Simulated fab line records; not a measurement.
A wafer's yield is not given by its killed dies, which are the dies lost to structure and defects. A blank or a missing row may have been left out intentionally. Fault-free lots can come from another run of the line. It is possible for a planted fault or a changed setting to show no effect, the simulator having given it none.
fab line records    flow n5_finfet
record: lots: 3  wafers: 9  last_day: 17
route steps=1938 shown BEOL_M0@741 BEOL_M1@751 BEOL_M4@1111
lots untouched by any fault: they come from a run of this same line in which no faults occurred
start_h: hours from the record's first day to the start of the lot's first wafer shown    wait_h: hours from the lot's prior step to this one    " the same as in the row above    L1.1+2: one row covering several wafers at once    - no value, or no start was given    * or withheld: withheld    < > ~ a bound
route shown NAME@n: names a module that has steps shown in the file, with the first one's number in the route    usual: the fault-free wafers' mean and standard deviation    same: alike in all rows    chamber/n: place in a boat    sites: per-site readings    _std_site: their standard deviation    _edge_site: inner sites' mean taken away from outer sites' mean    radius_mm: for every site, how far away it sits from the centre of the wafer    mask NAME#n: copy n    behind: tool/chamber where the wafer was last shaped    hold: why the lot went on hold/how many hours it stayed there/how the hold came to an end    device: the n, p or np transistor that did not switch    end of line: the same wafers' tests at the end of the route    a step given without rows: its recipe and nothing more    killed: the dies lost at the first sort to structure and to defects; this is not the yield of the wafer    map: a wafer's dies, marking killed ones x, the rest . and places with no die _
set.NAME: the setting that was run; set.NAME@STEP: the one run at that earlier step    model.NAME: the simulator's own value behind a step, which no gauge read
certain route steps with their lots: each step a table, each wafer a row
services: when a tool's chamber went out of use (start_h, in hours from the record's first day, below 0 if earlier), for how many hours, and the reason
== steps ==
step: N5_BEOL_M0_ECD_118
recipe: material: Cu  target_thk_a: 3000
step: N5_BEOL_M0_ANNEAL_119
recipe: temp_c: 225  time_s: 90  ambient: N2
step: N5_BEOL_M0_CMP_120
recipe: stop_on: SiOC  t_overpolish_s: 6.9  down_force_psi: 1  platen_rpm: 50  clearing_platen_down_force_psi: 1.5  clearing_platen_rpm: 50  post_cmp_clean: cu_alkaline  clearing_platen_pad_velocity_m_s: 0.99484  pad_velocity_m_s: 0.99484
step: N5_BEOL_M0_PRE_CLEAN_131
recipe: gas: NH3/H2  time_s: 15  temp_c: *  rf_power_w: 300
step: N5_BEOL_M0_CO_CAP_123
recipe: material: Co  target_thk_a: 20  temp_c: 200  precursor: CCTBA/H2  pressure_torr: 30  time_s: 102.1
step: N5_BEOL_M0_PRE_CLEAN_124
recipe: gas: NH3  time_s: 15  temp_c: withheld  rf_power_w: 300
step: N5_BEOL_M0_DEP_125
recipe: material: SiCN  target_thk_a: 80  temp_c: withheld  precursor: 3MS/NH3  pressure_torr: 3  rf_w: 202  time_s: 14
step: N5_BEOL_M1_ILD_DEP_00
recipe: material: SiOC  target_thk_a: 790  temp_c: 350  precursor: DEMS/O2  pressure_torr: 5  rf_w: 500  time_s: 15.3
step: N5_BEOL_M1_PECVD_72
recipe: material: SiO2  target_thk_a: 160  temp_c: 400  precursor: TEOS/O2  pressure_torr: 5.5  rf_w: 450  teos_flow_sccm: 53.8  gas: O2  flow_sccm: 3000  time_s: 18
usual: heater_power_w: 735/61  showerhead_plenum_p_Torr: 8.82/0.061  throttle_valve_pct: 22.6/1.3
lot.wafer  tool      chamber  start_h  wait_h  heater_power_w  showerhead_plenum_p_Torr  since_wet_clean_h  throttle_valve_pct  model.SiO2_of_BEOL_M1_PECVD_72.thk_nm
L893.2     pecvd-02  2        130.56   0.0     781             8.83                      262                22.7                16
L893.3     "         0        "        "       700             8.75                      1016               24.4                16.2
L893.4     "         1        "        "       749             8.87                      -                  22.2                16
L902.2     pecvd-02  2        187.68   0.0     648             8.85                      319                23.0                16.6
L902.3     "         0        "        "       790             8.71                      1073               24.4                16.6
L902.4     "         0        "        "       810             8.72                      -                  24.5                16
L913.1     pecvd-01  2        245.81   0.0     732             8.82                      14                 19.2                16.2
L913.5     "         1        "        "       804             8.77                      -                  20.7                16.6
L913.6     "         2        "        "       750             8.81                      -                  19.0                16.6
step: N5_BEOL_M1_HM_DEP_02
recipe: material: TiN  target_thk_a: 200  temp_c: 25  chamber_pressure_pa: 0.49996
step: N5_BEOL_M1_COAT_61
recipe: resist: SOC  temp_c: 250  time_s: 60  spin_rpm: 1500  resist_thk_nm: 60
step: N5_BEOL_M1_COAT_62
recipe: resist: SiARC  temp_c: 220  time_s: 60  spin_rpm: 1500  resist_thk_nm: 12
step: N5_BEOL_M1_COAT_73
recipe: resist: underlayer  temp_c: 205  time_s: 60  spin_rpm: 1500  resist_thk_nm: 5
step: N5_BEOL_M1_COAT_05
recipe: resist: CAR-EUV  spin_rpm: 1500  resist_thk_nm: 30
step: N5_BEOL_M1_EBR_07
recipe: solvent: PGMEA  ebr_width_mm: 1.5
step: N5_BEOL_M1_SOFTBAKE_06
recipe: temp_c: 110  time_s: 60  resist: CAR-EUV
step: N5_BEOL_M1_EXPOSE_08
recipe: mask_id: M1  na: 0.33  source_shape: dipole  sigma_inner: 0.369  sigma_outer: 0.767  polarization: unpolarized  dose_mj: 33
step: N5_BEOL_M1_PEB_09
recipe: peb_temp_c: 100  peb_time_s: 60  resist: CAR-EUV
step: N5_BEOL_M1_DEVELOP_10
recipe: develop_time_s: 30  developer: TMAH  resist: CAR-EUV  rinse_liquid: surfactant_rinse  dry: air_spin  dev_temp_c: 23
step: N5_BEOL_M1_DESCUM_16
recipe: chemistry: O2  time_s: 7  source_power_w: 50  bias_power_w: 20  pressure_mtorr: 20  rf_frequency_hz: 2.712e+07  temp_c: 40  resist: CAR-EUV  o2_flow_sccm: 225
step: N5_BEOL_M1_ETCH_74
recipe: chemistry: N2/H2  target: underlayer  target_depth_a: 65  mask_material: CAR-EUV  time_s: 5.2  ion_energy_ev: 200  pressure_mtorr: 30  source_w: 840  bias_w: 150  n2_flow_sccm: 200  h2_flow_sccm: 200  ends: cleared
step: N5_BEOL_M1_ETCH_63
recipe: chemistry: CF4  target: SiARC  target_depth_a: 156  mask_material: CAR-EUV  time_s: 26  ion_energy_ev: 80  pressure_mtorr: 40  source_w: 545  bias_w: 36  Ar_flow_sccm: 100  cf4_flow_sccm: 100  ends: cleared
step: N5_BEOL_M1_ETCH_64
recipe: chemistry: N2/H2  target: SOC  target_depth_a: 750  overetch_a: 150  mask_material: SiARC  temp_c: 40  time_s: 112.5  ion_energy_ev: 200  pressure_mtorr: 30  source_w: 840  bias_w: 150  n2_flow_sccm: 200  h2_flow_sccm: 200
step: N5_BEOL_M1_STRIP_65
recipe: chemistry: N2/H2  temp_c: 40  n2_flow_sccm: 200  h2_flow_sccm: 200  rf_frequency_hz: 6e+07
step: N5_BEOL_M1_STRIP_75
recipe: chemistry: N2/H2  temp_c: 40  n2_flow_sccm: 200  h2_flow_sccm: 200  rf_frequency_hz: 6e+07
step: N5_BEOL_M1_STRIP_66
recipe: chemistry: CF4  resist: SiARC  power_w: 300  bias_power_w: 75  pressure_mtorr: 50  cf4_flow_sccm: 150  rf_frequency_hz: 6e+07
step: N5_BEOL_M1_HM_OPEN_17
recipe: chemistry: Cl2/BCl3  target_depth_a: 200  overetch_a: 60  target: TiN  mask_material: SOC  ion_energy_ev: 150  pressure_mtorr: 10  icp_w: 1000  bias_w: 126  Cl2_flow_sccm: 53.25  bcl3_flow_sccm: 21.75  Ar_flow_sccm: 25
step: N5_BEOL_M1_STRIP_19
recipe: chemistry: O2  power_w: 400  temp_c: 40  pressure_mtorr: 30  rf_frequency_hz: 6e+07  bias_power_w: 0  overash_fraction: 0.2  o2_flow_sccm: 225
step: N5_BEOL_M1_COAT_67
recipe: resist: SOC  temp_c: 250  time_s: 60  spin_rpm: 1500  resist_thk_nm: 60
step: N5_BEOL_M1_COAT_68
recipe: resist: SiARC  temp_c: 220  time_s: 60  spin_rpm: 1500  resist_thk_nm: 12
step: N5_BEOL_M1_COAT_76
recipe: resist: underlayer  temp_c: 205  time_s: 60  spin_rpm: 1500  resist_thk_nm: 5
step: N5_BEOL_M1_COAT_22
recipe: resist: CAR-EUV  spin_rpm: 1500  resist_thk_nm: 30
step: N5_BEOL_M1_EBR_24
recipe: solvent: PGMEA  ebr_width_mm: 1.5
step: N5_BEOL_M1_SOFTBAKE_23
recipe: temp_c: 110  time_s: 60  resist: CAR-EUV
step: N5_BEOL_M1_HM_STRIP_39
recipe: chemistry: peroxide_tin_strip  material: TiN  target_depth_a: 250  temp_c: 50  time_s: 158
lot.wafer  tool          chamber  start_h  wait_h  model.SiO2_of_BEOL_M1_PECVD_72.thk_nm
L893.2     wet_bench-01  1        136.49   0.0     15.8
L893.3+4   "             7,4      "        "       16
L902.2+3   wet_bench-06  5,1      190.97   0.0     16.4
L902.4     "             6        "        "       15.8
L913.1     wet_bench-01  3        250.91   0.0     16
L913.5+6   "             4,2      "        "       16.4
step: N5_BEOL_M4_RC_MEAS_101
usual: DIBL_N: 36.2/1.6  DIBL_P: 36.1/2  IOFF_N: 0.16/0.032  IOFF_P: 0.22/0.036  ION_N: 672/11  ION_P: 463/7.5  SS_N: 71.4/0.58  SS_P: 73.2/0.67  VT_N: 250/3.3  VT_P: -250/3.3
lot.wafer  tool       chamber  start_h  wait_h  DIBL_N[mV/V]  DIBL_P[mV/V]  IOFF_N[nA/um]  IOFF_P[nA/um]  ION_N[uA/um]  ION_P[uA/um]  SS_N[mV/dec]  SS_P[mV/dec]  VT_N[mV]  VT_P[mV]
L893.2     prober-01  0        175.64   0.2     38.3          37.9          0.19           0.28           676           468           72.0          73.7          246       -245
L893.3     "          0        "        "       32.8          31.0          0.10           0.16           651           457           70.2          72.0          255       -255
L893.4     "          0        "        "       35.6          35.2          0.14           0.22           671           465           71.6          73.0          251       -249
L902.2     prober-02  0        234.53   0.2     36.8          37.7          0.19           0.24           692           470           72.0          73.8          246       -249
L902.3     "          0        "        "       37.0          38.1          0.20           0.26           688           471           72.2          74.4          244       -248
L902.4     "          0        "        "       33.3          33.7          0.12           0.17           653           455           71.4          72.2          253       -252
L913.1     prober-02  0        294.82   0.0     34.8          34.8          0.14           0.20           667           461           70.8          72.5          252       -248
L913.5     "          0        "        "       36.3          34.7          0.16           0.19           667           459           72.1          73.4          253       -250
L913.6     "          0        "        "       35.2          34.6          0.13           0.19           668           463           71.0          73.1          254       -248
== services ==
tool      chamber  start_h  hours  kind
pecvd-01  -        145.77   0.4    repair
pecvd-01  0        165.47   5.0    scheduled_down
pecvd-01  -        167.41   28.1   pm
pecvd-02  1        176.31   5.5    scheduled_down
pecvd-02  -        193.63   1.1    repair
pecvd-01  2        202.38   -      clean
pecvd-01  2        202.38   -      consumable_replace:showerhead
pecvd-01  2        202.38   29.0   scheduled_down
pecvd-01  2        202.38   29.0   vent_cycle
pecvd-02  2        227.03   2.5    repair
== key ==
first_sign none at tools or gauges
model_effect: step: N5_BEOL_M1_PECVD_72  value: SiO2_of_BEOL_M1_PECVD_72.thk_nm  without: 15.6  struck: 16.6
model_effect: step: N5_BEOL_M1_HM_STRIP_39  value: SiO2_of_BEOL_M1_PECVD_72.thk_nm  without: 15.4  struck: 16.4
met_at N5_BEOL_M1_PECVD_72
struck_wafers L902.2,L902.3
onset_between 130.56 187.68
fault: kind: process_parameter_drift  tool: pecvd-02  chamber: -  onset_h: 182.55  steps: N5_BEOL_M1_PECVD_72  channel: time_s  offset: *  shape: step  end_h: 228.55  scope: struck_wafers_only  acts_in: *  stated: *
